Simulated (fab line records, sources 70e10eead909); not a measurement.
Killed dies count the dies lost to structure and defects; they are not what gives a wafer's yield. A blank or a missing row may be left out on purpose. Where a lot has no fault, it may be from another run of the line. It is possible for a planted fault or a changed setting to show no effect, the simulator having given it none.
fab line records :: flow nand_harc
record
  lots=14
  wafers=42
  last_day=24
route steps=1159 shown A_STAIRCASE@737 A_M1@1044 A_BONDPAD@1061 END@1159
lots that met no fault: taken from a fault-free run of the same line
start_h: the number of hours between the record's first day and the start of the first shown wafer of the lot :: wait_h: hours since the lot's step before :: " repeats the value in the row above :: L1.1+2: a single row standing in for several wafers :: - no value, or no start given :: * or withheld: withheld :: < > ~ a bound
route shown NAME@n: a module of which the file shows steps, and the number in the route of the first :: usual: mean and standard deviation over wafers with no fault :: same: alike in all rows :: chamber/n: place in a boat :: sites: readings site by site :: _std_site: their standard deviation :: _edge_site: mean of outer sites minus mean of inner sites :: radius_mm: how far each site lies from the wafer's centre :: mask NAME#n: copy n :: behind: the most recent tool/chamber to have shaped the wafer :: hold: the reason the lot was held/the length of the hold in hours/how it ended :: device: the n, p or np transistor that did not switch :: end of line: the route-end tests of the same wafers :: a step given without rows: its recipe and nothing more :: killed: dies lost to structure and defects at the first sort, not the wafer's yield :: map: a wafer's dies, x killed, . not, _ none there
set.NAME: the setting the step ran with; set.NAME@STEP: the setting that earlier step ran with :: model.NAME: the simulator's own value behind a step, which no gauge read
the route's steps for a sample of lots (tables are steps, rows are wafers)
services: from which hour (start_h, from the record's first day; less than 0 if before it) a tool's chamber was out of use, for how many hours, and why
## steps
# step NHARC_A_STAIRCASE_ETCH_403
# recipe
  target_depth_a=1082
  chemistry=dHF
  material=SiO2
lot.wafer: L251.3+1+2
tool: wet_bench-04
chamber: 3,4,5
start_h: 312.16
wait_h: 0.0

lot.wafer: L250.1+2+3
tool: wet_bench-04
chamber: 7,0,1
start_h: 312.28
wait_h: 0.0

lot.wafer: L252.6+1+4
tool: wet_bench-07
chamber: 6,1,3
start_h: 321.44
wait_h: 0.0

lot.wafer: L253.3+6+1
tool: wet_bench-07
chamber: 5,1,2
start_h: 321.74
wait_h: 0.0

lot.wafer: L254.3+1+6
tool: wet_bench-04
chamber: 6,7,1
start_h: 326.61
wait_h: 0.0

lot.wafer: L257.4+3+2
tool: wet_bench-07
chamber: 5,7,1
start_h: 345.41
wait_h: 0.0

lot.wafer: L256.1+4+3
tool: wet_bench-07
chamber: 4,5,6
start_h: 355.71
wait_h: 0.0

lot.wafer: L259.3+1+4
tool: wet_bench-07
chamber: 1,3,6
start_h: 356.39
wait_h: 0.0

lot.wafer: L260.3+4+2
tool: wet_bench-07
chamber: 6,0,2
start_h: 366.28
wait_h: 0.0

lot.wafer: L258.5+1+3
tool: wet_bench-07
chamber: 2,3,5
start_h: 366.57
wait_h: 0.0

lot.wafer: L261.4+3+1
tool: wet_bench-04
chamber: 2,4,6
start_h: 383.96
wait_h: 0.0

lot.wafer: L265.6+3+5
tool: wet_bench-07
chamber: 3,4,7
start_h: 384.09
wait_h: 0.0

lot.wafer: L272.4+5+6
tool: wet_bench-07
chamber: 1,4,5
start_h: 427.81
wait_h: 0.0

lot.wafer: L271.4+2+1
tool: wet_bench-07
chamber: 0,2,3
start_h: 428.11
wait_h: 0.0
# step NHARC_A_M1_ETCH_28
# recipe
  target_depth_a=300
  over_etch_frac=0.3
  time_s=72.99
  ion_energy_ev=150
  cf4_flow_sccm=50
  n2_flow_sccm=100
  ar_flow_sccm=150
  rf_w=300
  bias_w=100
  chemistry=CF4/N2
# usual
  drypump_motor_current_A=6.1/0.53
  oes_product_au=0.997/0.011
  rf_vpp_V=313.4/1.9
  showerhead_plenum_p_Torr=2.58/0.1
  throttle_valve_pct=19.793/0.01
# same
  over_etch_frac=0.3
lot.wafer: L250.2
tool: rie_diel-01
chamber: 1
start_h: -
wait_h: -
drypump_motor_current_A: 5.7
oes_product_au: 1.003
rf_hours_counter_h: 6
rf_vpp_V: 311.9
showerhead_plenum_p_Torr: 2.48
throttle_valve_pct: 19.806

lot.wafer: L250.1
tool: rie_diel-01
chamber: 3
start_h: -
wait_h: -
drypump_motor_current_A: 5.1
oes_product_au: 1.009
rf_hours_counter_h: 6
rf_vpp_V: 316.2
showerhead_plenum_p_Torr: 2.70
throttle_valve_pct: 19.792

lot.wafer: L250.3
tool: rie_diel-01
chamber: 0
start_h: -
wait_h: -
drypump_motor_current_A: 6.0
oes_product_au: 0.994
rf_hours_counter_h: 6
rf_vpp_V: 311.5
showerhead_plenum_p_Torr: 2.45
throttle_valve_pct: 19.780

lot.wafer: L251.2
tool: rie_diel-08
chamber: 0
start_h: -
wait_h: -
drypump_motor_current_A: 6.4
oes_product_au: 0.995
rf_hours_counter_h: 5
rf_vpp_V: 314.4
showerhead_plenum_p_Torr: 2.74
throttle_valve_pct: 19.780

lot.wafer: L251.1
tool: rie_diel-08
chamber: 2
start_h: -
wait_h: -
drypump_motor_current_A: 5.7
oes_product_au: 0.985
rf_hours_counter_h: 5
rf_vpp_V: 314.6
showerhead_plenum_p_Torr: 2.72
throttle_valve_pct: 19.786

lot.wafer: L251.3
tool: rie_diel-08
chamber: 3
start_h: -
wait_h: -
drypump_motor_current_A: 5.6
oes_product_au: 0.996
rf_hours_counter_h: 5
rf_vpp_V: 312.1
showerhead_plenum_p_Torr: 2.49
throttle_valve_pct: 19.792

lot.wafer: L253.1
tool: rie_diel-12
chamber: 0
start_h: -
wait_h: -
drypump_motor_current_A: 6.7
oes_product_au: 1.015
rf_hours_counter_h: 0
rf_vpp_V: 311.0
showerhead_plenum_p_Torr: 2.49
throttle_valve_pct: 19.803

lot.wafer: L253.3
tool: rie_diel-12
chamber: 2
start_h: -
wait_h: -
drypump_motor_current_A: 6.7
oes_product_au: 0.973
rf_hours_counter_h: 0
rf_vpp_V: 312.9
showerhead_plenum_p_Torr: 2.59
throttle_valve_pct: 19.803

lot.wafer: L253.6
tool: rie_diel-12
chamber: 3
start_h: -
wait_h: -
drypump_motor_current_A: 5.3
oes_product_au: 0.991
rf_hours_counter_h: -
rf_vpp_V: 312.1
showerhead_plenum_p_Torr: 2.53
throttle_valve_pct: 19.801

lot.wafer: L254.1
tool: rie_diel-01
chamber: 2
start_h: -
wait_h: -
drypump_motor_current_A: 6.6
oes_product_au: 1.007
rf_hours_counter_h: 6
rf_vpp_V: 311.6
showerhead_plenum_p_Torr: 2.53
throttle_valve_pct: 19.809

lot.wafer: L254.3
tool: rie_diel-01
chamber: 3
start_h: -
wait_h: -
drypump_motor_current_A: 5.1
oes_product_au: 1.008
rf_hours_counter_h: 7
rf_vpp_V: 315.1
showerhead_plenum_p_Torr: 2.70
throttle_valve_pct: 19.790

lot.wafer: L254.6
tool: rie_diel-01
chamber: 2
start_h: -
wait_h: -
drypump_motor_current_A: 6.6
oes_product_au: 0.999
rf_hours_counter_h: -
rf_vpp_V: 312.8
showerhead_plenum_p_Torr: 2.53
throttle_valve_pct: 19.768

lot.wafer: L252.4
tool: rie_diel-12
chamber: 0
start_h: -
wait_h: -
drypump_motor_current_A: 6.7
oes_product_au: 1.010
rf_hours_counter_h: 1
rf_vpp_V: 312.7
showerhead_plenum_p_Torr: 2.49
throttle_valve_pct: 19.777

lot.wafer: L252.1
tool: rie_diel-12
chamber: 1
start_h: -
wait_h: -
drypump_motor_current_A: 6.0
oes_product_au: 0.983
rf_hours_counter_h: 1
rf_vpp_V: 314.5
showerhead_plenum_p_Torr: 2.64
throttle_valve_pct: 19.821

lot.wafer: L252.6
tool: rie_diel-12
chamber: 0
start_h: -
wait_h: -
drypump_motor_current_A: 6.7
oes_product_au: 1.013
rf_hours_counter_h: -
rf_vpp_V: 311.8
showerhead_plenum_p_Torr: 2.49
throttle_valve_pct: 19.785

lot.wafer: L257.2
tool: rie_diel-12
chamber: 0
start_h: -
wait_h: -
drypump_motor_current_A: 6.7
oes_product_au: 1.014
rf_hours_counter_h: 1
rf_vpp_V: 311.9
showerhead_plenum_p_Torr: 2.49
throttle_valve_pct: 19.777

lot.wafer: L257.3
tool: rie_diel-12
chamber: 1
start_h: -
wait_h: -
drypump_motor_current_A: 6.1
oes_product_au: 0.978
rf_hours_counter_h: 1
rf_vpp_V: 315.2
showerhead_plenum_p_Torr: 2.63
throttle_valve_pct: 19.801

lot.wafer: L257.4
tool: rie_diel-12
chamber: 2
start_h: -
wait_h: -
drypump_motor_current_A: 6.7
oes_product_au: 0.985
rf_hours_counter_h: 1
rf_vpp_V: 313.7
showerhead_plenum_p_Torr: 2.59
throttle_valve_pct: 19.785

lot.wafer: L256.3
tool: rie_diel-08
chamber: 3
start_h: -
wait_h: -
drypump_motor_current_A: 5.7
oes_product_au: 1.011
rf_hours_counter_h: 8
rf_vpp_V: 311.5
showerhead_plenum_p_Torr: 2.49
throttle_valve_pct: 19.793

lot.wafer: L256.4
tool: rie_diel-08
chamber: 0
start_h: -
wait_h: -
drypump_motor_current_A: 6.4
oes_product_au: 0.992
rf_hours_counter_h: 7
rf_vpp_V: 315.3
showerhead_plenum_p_Torr: 2.74
throttle_valve_pct: 19.777

lot.wafer: L256.1
tool: rie_diel-08
chamber: 1
start_h: -
wait_h: -
drypump_motor_current_A: 6.6
oes_product_au: 1.005
rf_hours_counter_h: 7
rf_vpp_V: 315.6
showerhead_plenum_p_Torr: 2.75
throttle_valve_pct: 19.797

lot.wafer: L259.4
tool: rie_diel-01
chamber: 0
start_h: -
wait_h: -
drypump_motor_current_A: 5.9
oes_product_au: 0.998
rf_hours_counter_h: 10
rf_vpp_V: 311.5
showerhead_plenum_p_Torr: 2.45
throttle_valve_pct: 19.769

lot.wafer: L259.3
tool: rie_diel-01
chamber: 1
start_h: -
wait_h: -
drypump_motor_current_A: 5.7
oes_product_au: 1.005
rf_hours_counter_h: 9
rf_vpp_V: 311.5
showerhead_plenum_p_Torr: 2.48
throttle_valve_pct: 19.788

lot.wafer: L259.1
tool: rie_diel-01
chamber: 2
start_h: -
wait_h: -
drypump_motor_current_A: 6.5
oes_product_au: 1.001
rf_hours_counter_h: 8
rf_vpp_V: 312.2
showerhead_plenum_p_Torr: 2.53
throttle_valve_pct: 19.779

lot.wafer: L260.3
tool: rie_diel-01
chamber: 1
start_h: -
wait_h: -
drypump_motor_current_A: 5.7
oes_product_au: 0.999
rf_hours_counter_h: 11
rf_vpp_V: 312.8
showerhead_plenum_p_Torr: 2.48
throttle_valve_pct: 19.782

lot.wafer: L260.4
tool: rie_diel-01
chamber: 2
start_h: -
wait_h: -
drypump_motor_current_A: 6.5
oes_product_au: 0.998
rf_hours_counter_h: 9
rf_vpp_V: 313.9
showerhead_plenum_p_Torr: 2.53
throttle_valve_pct: 19.794

lot.wafer: L260.2
tool: rie_diel-01
chamber: 0
start_h: -
wait_h: -
drypump_motor_current_A: 5.9
oes_product_au: 0.995
rf_hours_counter_h: 11
rf_vpp_V: 311.3
showerhead_plenum_p_Torr: 2.45
throttle_valve_pct: 19.790

lot.wafer: L272.4
tool: rie_diel-08
chamber: 0
start_h: -
wait_h: -
drypump_motor_current_A: 6.4
oes_product_au: 0.993
rf_hours_counter_h: 3
rf_vpp_V: 314.9
showerhead_plenum_p_Torr: 2.73
throttle_valve_pct: 19.798

lot.wafer: L272.6
tool: rie_diel-08
chamber: 2
start_h: -
wait_h: -
drypump_motor_current_A: 5.7
oes_product_au: 0.997
rf_hours_counter_h: -
rf_vpp_V: 316.1
showerhead_plenum_p_Torr: 2.72
throttle_valve_pct: 19.798

lot.wafer: L272.5
tool: rie_diel-08
chamber: 3
start_h: -
wait_h: -
drypump_motor_current_A: 5.6
oes_product_au: 1.003
rf_hours_counter_h: -
rf_vpp_V: 311.3
showerhead_plenum_p_Torr: 2.49
throttle_valve_pct: 19.785

lot.wafer: L271.4
tool: rie_diel-08
chamber: 1
start_h: -
wait_h: -
drypump_motor_current_A: 6.6
oes_product_au: 1.012
rf_hours_counter_h: 3
rf_vpp_V: 316.6
showerhead_plenum_p_Torr: 2.75
throttle_valve_pct: 19.786

lot.wafer: L271.1
tool: rie_diel-08
chamber: 2
start_h: -
wait_h: -
drypump_motor_current_A: 5.7
oes_product_au: 0.989
rf_hours_counter_h: 3
rf_vpp_V: 316.8
showerhead_plenum_p_Torr: 2.72
throttle_valve_pct: 19.790

lot.wafer: L271.2
tool: rie_diel-08
chamber: 3
start_h: -
wait_h: -
drypump_motor_current_A: 5.6
oes_product_au: 1.002
rf_hours_counter_h: 3
rf_vpp_V: 312.4
showerhead_plenum_p_Torr: 2.49
throttle_valve_pct: 19.780
# step NHARC_A_M1_THK_MEAS_24
# recipe
  thk_meas_gauge=xrf
# usual
  thk_nm=154.7/1.7
lot.wafer: L250.1
tool: film_metro-01
chamber: -
start_h: 402.65
wait_h: -
thk_nm: 153.7

lot.wafer: L250.2
tool: film_metro-01
chamber: -
start_h: 402.65
wait_h: -
thk_nm: 154.8

lot.wafer: L250.3
tool: film_metro-01
chamber: -
start_h: 402.65
wait_h: -
thk_nm: 151.9

lot.wafer: L251.1
tool: film_metro-01
chamber: -
start_h: 408.05
wait_h: -
thk_nm: 153.3

lot.wafer: L251.2
tool: film_metro-01
chamber: -
start_h: 408.05
wait_h: -
thk_nm: 154.6

lot.wafer: L251.3
tool: film_metro-01
chamber: -
start_h: 408.05
wait_h: -
thk_nm: 156.7

lot.wafer: L253.1
tool: film_metro-01
chamber: -
start_h: 414.01
wait_h: -
thk_nm: 152.4

lot.wafer: L253.3
tool: film_metro-01
chamber: -
start_h: 414.01
wait_h: -
thk_nm: 154.9

lot.wafer: L253.6
tool: film_metro-01
chamber: -
start_h: 414.01
wait_h: -
thk_nm: 154.3

lot.wafer: L254.1
tool: film_metro-01
chamber: -
start_h: 419.08
wait_h: -
thk_nm: 154.7

lot.wafer: L254.3
tool: film_metro-01
chamber: -
start_h: 419.08
wait_h: -
thk_nm: 155.8

lot.wafer: L254.6
tool: film_metro-01
chamber: -
start_h: 419.08
wait_h: -
thk_nm: 154.0

lot.wafer: L252.1
tool: film_metro-01
chamber: -
start_h: 419.39
wait_h: -
thk_nm: 155.0

lot.wafer: L252.4
tool: film_metro-01
chamber: -
start_h: 419.39
wait_h: -
thk_nm: 154.7

lot.wafer: L252.6
tool: film_metro-01
chamber: -
start_h: 419.39
wait_h: -
thk_nm: 155.5

lot.wafer: L257.2
tool: film_metro-02
chamber: -
start_h: 436.86
wait_h: -
thk_nm: 155.8

lot.wafer: L257.3
tool: film_metro-02
chamber: -
start_h: 436.86
wait_h: -
thk_nm: 154.5

lot.wafer: L257.4
tool: film_metro-02
chamber: -
start_h: 436.86
wait_h: -
thk_nm: 155.0

lot.wafer: L256.1
tool: film_metro-02
chamber: -
start_h: 443.02
wait_h: -
thk_nm: 156.6

lot.wafer: L256.3
tool: film_metro-02
chamber: -
start_h: 443.02
wait_h: -
thk_nm: 156.7

lot.wafer: L256.4
tool: film_metro-02
chamber: -
start_h: 443.02
wait_h: -
thk_nm: 155.7

lot.wafer: L259.1
tool: film_metro-01
chamber: -
start_h: 446.86
wait_h: -
thk_nm: 155.9

lot.wafer: L259.3
tool: film_metro-01
chamber: -
start_h: 446.86
wait_h: -
thk_nm: 153.6

lot.wafer: L259.4
tool: film_metro-01
chamber: -
start_h: 446.86
wait_h: -
thk_nm: 155.4

lot.wafer: L260.2
tool: film_metro-01
chamber: -
start_h: 464.82
wait_h: -
thk_nm: 156.9

lot.wafer: L260.3
tool: film_metro-01
chamber: -
start_h: 464.82
wait_h: -
thk_nm: 156.5

lot.wafer: L260.4
tool: film_metro-01
chamber: -
start_h: 464.82
wait_h: -
thk_nm: 153.7

lot.wafer: L272.4
tool: film_metro-02
chamber: -
start_h: 531.79
wait_h: -
thk_nm: 153.9

lot.wafer: L272.5
tool: film_metro-02
chamber: -
start_h: 531.79
wait_h: -
thk_nm: 155.6

lot.wafer: L272.6
tool: film_metro-02
chamber: -
start_h: 531.79
wait_h: -
thk_nm: 152.0

lot.wafer: L271.1
tool: film_metro-02
chamber: -
start_h: 532.89
wait_h: -
thk_nm: 153.6

lot.wafer: L271.2
tool: film_metro-02
chamber: -
start_h: 532.89
wait_h: -
thk_nm: 153.1

lot.wafer: L271.4
tool: film_metro-02
chamber: -
start_h: 532.89
wait_h: -
thk_nm: 155.6
# step NHARC_A_BONDPAD_THK_MEAS_30
# recipe
  thk_meas_gauge=ellipsometry
# usual
  thk_nm=200.2/1.5
lot.wafer: L250.1
tool: film_metro-02
chamber: -
start_h: 404.45
wait_h: 0.2
thk_nm: 200.8

lot.wafer: L250.2
tool: film_metro-02
chamber: -
start_h: 404.45
wait_h: 0.2
thk_nm: 198.5

lot.wafer: L250.3
tool: film_metro-02
chamber: -
start_h: 404.45
wait_h: 0.2
thk_nm: 200.6

lot.wafer: L251.1
tool: film_metro-01
chamber: -
start_h: 409.60
wait_h: 0.2
thk_nm: 199.9

lot.wafer: L251.2
tool: film_metro-01
chamber: -
start_h: 409.60
wait_h: 0.2
thk_nm: 200.4

lot.wafer: L251.3
tool: film_metro-01
chamber: -
start_h: 409.60
wait_h: 0.2
thk_nm: 198.3

lot.wafer: L253.1
tool: film_metro-01
chamber: -
start_h: 416.23
wait_h: 0.2
thk_nm: 199.5

lot.wafer: L253.3
tool: film_metro-01
chamber: -
start_h: 416.23
wait_h: 0.2
thk_nm: 198.2

lot.wafer: L253.6
tool: film_metro-01
chamber: -
start_h: 416.23
wait_h: 0.2
thk_nm: 198.7

lot.wafer: L254.1
tool: film_metro-01
chamber: -
start_h: 420.60
wait_h: 0.2
thk_nm: 200.3

lot.wafer: L254.3
tool: film_metro-01
chamber: -
start_h: 420.60
wait_h: 0.2
thk_nm: 202.1

lot.wafer: L254.6
tool: film_metro-01
chamber: -
start_h: 420.60
wait_h: 0.2
thk_nm: 202.1

lot.wafer: L252.1
tool: film_metro-02
chamber: -
start_h: 420.93
wait_h: 0.2
thk_nm: 200.3

lot.wafer: L252.4
tool: film_metro-02
chamber: -
start_h: 420.93
wait_h: 0.2
thk_nm: 201.5

lot.wafer: L252.6
tool: film_metro-02
chamber: -
start_h: 420.93
wait_h: 0.2
thk_nm: 200.8

lot.wafer: L257.2
tool: film_metro-02
chamber: -
start_h: 438.37
wait_h: 0.2
thk_nm: 201.4

lot.wafer: L257.3
tool: film_metro-02
chamber: -
start_h: 438.37
wait_h: 0.2
thk_nm: 202.9

lot.wafer: L257.4
tool: film_metro-02
chamber: -
start_h: 438.37
wait_h: 0.2
thk_nm: 200.4

lot.wafer: L256.1
tool: film_metro-01
chamber: -
start_h: 444.54
wait_h: 0.2
thk_nm: 200.5

lot.wafer: L256.3
tool: film_metro-01
chamber: -
start_h: 444.54
wait_h: 0.2
thk_nm: 197.6

lot.wafer: L256.4
tool: film_metro-01
chamber: -
start_h: 444.54
wait_h: 0.2
thk_nm: 201.2

lot.wafer: L259.1
tool: film_metro-02
chamber: -
start_h: 448.37
wait_h: 0.2
thk_nm: 200.9

lot.wafer: L259.3
tool: film_metro-02
chamber: -
start_h: 448.37
wait_h: 0.2
thk_nm: 199.5

lot.wafer: L259.4
tool: film_metro-02
chamber: -
start_h: 448.37
wait_h: 0.2
thk_nm: 198.6

lot.wafer: L260.2
tool: film_metro-02
chamber: -
start_h: 466.33
wait_h: 0.2
thk_nm: 201.6

lot.wafer: L260.3
tool: film_metro-02
chamber: -
start_h: 466.33
wait_h: 0.2
thk_nm: 199.6

lot.wafer: L260.4
tool: film_metro-02
chamber: -
start_h: 466.33
wait_h: 0.2
thk_nm: 199.8

lot.wafer: L272.4
tool: film_metro-01
chamber: -
start_h: 533.33
wait_h: 0.2
thk_nm: 200.6

lot.wafer: L272.5
tool: film_metro-01
chamber: -
start_h: 533.33
wait_h: 0.2
thk_nm: 201.3

lot.wafer: L272.6
tool: film_metro-01
chamber: -
start_h: 533.33
wait_h: 0.2
thk_nm: 201.2

lot.wafer: L271.1
tool: film_metro-02
chamber: -
start_h: 534.41
wait_h: 0.2
thk_nm: 199.3

lot.wafer: L271.2
tool: film_metro-02
chamber: -
start_h: 534.41
wait_h: 0.2
thk_nm: 199.1

lot.wafer: L271.4
tool: film_metro-02
chamber: -
start_h: 534.41
wait_h: 0.2
thk_nm: 203.8
# step NHARC_END_SORT_01
# recipe
  temp_c=25
# usual
  killed_at_array=25/9.2
  killed_at_other=0.9/1.3
  killed_at_periphery=3.3/2.3
  killed_dies=29/9.6
  killed_open=3.2/1.8
  killed_short=2/1.4
# same
  gross_dies=677
lot.wafer: L258.1
tool: prober-01
chamber: 0
start_h: 497.84
wait_h: 2.5
killed_at_array: 671
killed_at_other: 1
killed_at_periphery: 5
killed_dies: 677
killed_open: 4
killed_short: 3

lot.wafer: L258.3
tool: prober-01
chamber: 0
start_h: 499.45
wait_h: 3.1
killed_at_array: 670
killed_at_other: 0
killed_at_periphery: 7
killed_dies: 677
killed_open: 6
killed_short: 2

lot.wafer: L258.5
tool: prober-01
chamber: 0
start_h: 501.06
wait_h: 3.7
killed_at_array: 676
killed_at_other: 0
killed_at_periphery: 1
killed_dies: 677
killed_open: 3
killed_short: 1

lot.wafer: L261.1
tool: prober-02
chamber: 0
start_h: 512.26
wait_h: 2.5
killed_at_array: 673
killed_at_other: 0
killed_at_periphery: 4
killed_dies: 677
killed_open: 3
killed_short: 3

lot.wafer: L261.3
tool: prober-02
chamber: 0
start_h: 513.87
wait_h: 3.1
killed_at_array: 672
killed_at_other: 0
killed_at_periphery: 5
killed_dies: 677
killed_open: 3
killed_short: 2

lot.wafer: L261.4
tool: prober-02
chamber: 0
start_h: 514.67
wait_h: 3.4
killed_at_array: 667
killed_at_other: 0
killed_at_periphery: 10
killed_dies: 677
killed_open: 1
killed_short: 3

lot.wafer: L265.3
tool: prober-01
chamber: 0
start_h: 531.11
wait_h: 3.1
killed_at_array: 669
killed_at_other: 4
killed_at_periphery: 4
killed_dies: 677
killed_open: 9
killed_short: 1

lot.wafer: L265.5
tool: prober-01
chamber: 0
start_h: 532.71
wait_h: 3.7
killed_at_array: 672
killed_at_other: 1
killed_at_periphery: 4
killed_dies: 677
killed_open: 2
killed_short: 2

lot.wafer: L265.6
tool: prober-01
chamber: 0
start_h: 533.52
wait_h: 4.0
killed_at_array: 669
killed_at_other: 4
killed_at_periphery: 4
killed_dies: 677
killed_open: 4
killed_short: 2
# killed by level:class
L258.1 A_STAIRCASE:area_etch=648 A_SLIT:chamber_film_flake=9 A_STAIRCASE:chamber_film_flake=3 A_CONTACT:chamber_film_flake=3 P_CONTACT:geometric_particle:open=2 P_ZERO_WELL:chamber_film_flake=2 A_CHANNEL_HOLE_D1:chamber_film_flake=2 A_WL_FILL:chamber_film_flake=2
L258.3 A_STAIRCASE:area_etch=646 A_SLIT:chamber_film_flake=9 A_WL_FILL:chamber_film_flake=6 P_ZERO_WELL:chamber_film_flake=3 A_ONON_D1:geometric_particle:short=2 A_CHANNEL_HOLE_D1:chamber_film_flake=2 P_STI:geometric_particle:open=1 P_GATE:geometric_particle:open=1
L258.5 A_STAIRCASE:area_etch=655 A_SLIT:chamber_film_flake=10 A_CONTACT:chamber_film_flake=3 A_CHANNEL_HOLE_D1:chamber_film_flake=2 A_STAIRCASE:chamber_film_flake=2 P_M0:geometric_particle:open=1 A_ONON_D1:geometric_particle:short=1 A_CHANNEL_FILL_D1:geometric_particle:open=1
L261.1 A_STAIRCASE:area_etch=642 A_CHANNEL_HOLE_D1:chamber_film_flake=11 A_SLIT:chamber_film_flake=6 P_CONTACT:chamber_film_flake=3 A_M0:chamber_film_flake=3 A_STAIRCASE:chamber_film_flake=3 A_WL_FILL:geometric_particle:short=2 A_CONTACT:geometric_particle:open=2
L261.3 A_STAIRCASE:area_etch=628 A_CHANNEL_HOLE_D1:chamber_film_flake=19 A_SLIT:chamber_film_flake=10 A_STAIRCASE:chamber_film_flake=5 P_CONTACT:chamber_film_flake=3 A_ZERO_WELL:chamber_film_flake=3 P_STI:geometric_particle:short=1 P_CONTACT:geometric_particle:open=1
L261.4 A_STAIRCASE:area_etch=632 A_CHANNEL_HOLE_D1:chamber_film_flake=13 A_SLIT:chamber_film_flake=12 P_CONTACT:chamber_film_flake=9 A_STAIRCASE:chamber_film_flake=3 A_M0:geometric_particle:short=2 A_CHANNEL_FILL_D1:geometric_particle:short=1 A_WL_FILL:geometric_particle:open=1
L265.3 A_STAIRCASE:area_etch=657 THIN_TSV:chamber_film_flake=3 A_CONTACT:geometric_particle:open=2 A_CHANNEL_HOLE_D1:chamber_film_flake=2 A_CONTACT:chamber_film_flake=2 P_CONTACT:geometric_particle:open=1 P_M0:geometric_particle:open=1 A_SOURCE_PLATE:geometric_particle:open=1
L265.5 A_STAIRCASE:area_etch=662 A_CHANNEL_HOLE_D1:chamber_film_flake=6 P_M1:geometric_particle:open=1 P_M2:geometric_particle:open=1 P_M2:geometric_particle:short=1 A_WL_FILL:geometric_particle:short=1 P_STI:chamber_film_flake=1 A_STAIRCASE:chamber_film_flake=1
L265.6 A_STAIRCASE:area_etch=656 THIN_TSV:chamber_film_flake=4 A_WL_FILL:geometric_particle:open=2 A_CHANNEL_HOLE_D1:chamber_film_flake=2 A_CHANNEL_FILL_D1:chamber_film_flake=2 A_STAIRCASE:chamber_film_flake=2 P_GATE:geometric_particle:short=1 P_GATE:geometric_particle:open=1
## services
tool: rie_diel-08
chamber: 0
start_h: 291.70
hours: 6.6
kind: repair

tool: rie_diel-08
chamber: -
start_h: 301.80
hours: 9.0
kind: pm

tool: rie_diel-01
chamber: -
start_h: 314.87
hours: 9.0
kind: pm

tool: wet_bench-07
chamber: -
start_h: 330.03
hours: 2.9
kind: repair

tool: rie_diel-08
chamber: 3
start_h: 330.88
hours: 2.4
kind: repair

tool: rie_diel-01
chamber: -
start_h: 335.22
hours: 1.2
kind: repair

tool: wet_bench-04
chamber: -
start_h: 339.20
hours: 8.0
kind: pm

tool: rie_diel-12
chamber: 3
start_h: 357.84
hours: 4.8
kind: repair

tool: rie_diel-01
chamber: 3
start_h: 362.01
hours: 11.5
kind: repair

tool: rie_diel-12
chamber: -
start_h: 379.40
hours: 9.0
kind: pm

tool: wet_bench-07
chamber: -
start_h: 379.97
hours: 1.0
kind: repair

tool: rie_diel-01
chamber: 1
start_h: 385.48
hours: 8.4
kind: repair

tool: wet_bench-07
chamber: -
start_h: 388.97
hours: 4.8
kind: repair

tool: rie_diel-01
chamber: 2
start_h: 389.09
hours: 8.0
kind: repair

tool: wet_bench-04
chamber: -
start_h: 390.51
hours: 5.7
kind: repair

tool: rie_diel-01
chamber: 1
start_h: 415.69
hours: 9.1
kind: repair

tool: rie_diel-08
chamber: 1
start_h: 419.73
hours: 3.0
kind: repair

tool: wet_bench-07
chamber: -
start_h: 448.04
hours: 8.0
kind: pm

tool: rie_diel-08
chamber: 1
start_h: 451.01
hours: 3.7
kind: repair

tool: rie_diel-12
chamber: 3
start_h: 457.22
hours: 3.3
kind: repair

tool: rie_diel-08
chamber: -
start_h: 478.80
hours: 9.0
kind: pm

tool: rie_diel-12
chamber: 0
start_h: 481.14
hours: 9.0
kind: repair

tool: rie_diel-01
chamber: -
start_h: 492.03
hours: 9.0
kind: pm

tool: wet_bench-04
chamber: -
start_h: 515.20
hours: 8.0
kind: pm
## key
first_sign
  step=NHARC_END_SORT_01
  reading=killed_at_array
  direction=up
  sigmas=70
  usual=25
  struck=671
effect
  step=NHARC_END_SORT_01
  reading=killed_dies
  direction=up
  sigmas=67
  usual=29
  struck=677
more_kills_born_at
  NHARC_A_STAIRCASE_ETCH_403@wet_bench-07=3924
  NHARC_A_STAIRCASE_ETCH_403@wet_bench-04=1902
met_at NHARC_A_STAIRCASE_ETCH_403
struck_lots L258,L261,L265
later_rows_left_out L258.1,L258.3,L258.5,L261.1,L261.3,L261.4,L265.3,L265.5,L265.6
tester_left_out L258,L261,L265
not_acting_at NHARC_A_M1_ETCH_28,NHARC_A_M1_THK_MEAS_24,NHARC_A_BONDPAD_THK_MEAS_30
onset_between 366.28 366.57
fault
  kind=skipped_step_whole
  tool=wet_bench-04,wet_bench-07
  chamber=-
  onset_h=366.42
  steps=NHARC_A_STAIRCASE_ETCH_403
  scope=struck_lots_only
# tester_left_out: of these lots the tester's yield and bins aren't shown, on N5 and GAA mostly nor the transistor test; their killed dies are dies lost to structure and defects alone, not to doping, threshold or leakage, so they don't give the yield
# later_rows_left_out: the simulator's readings of these wafers behind a module that went badly wrong aren't trusted and aren't shown, but for the sort
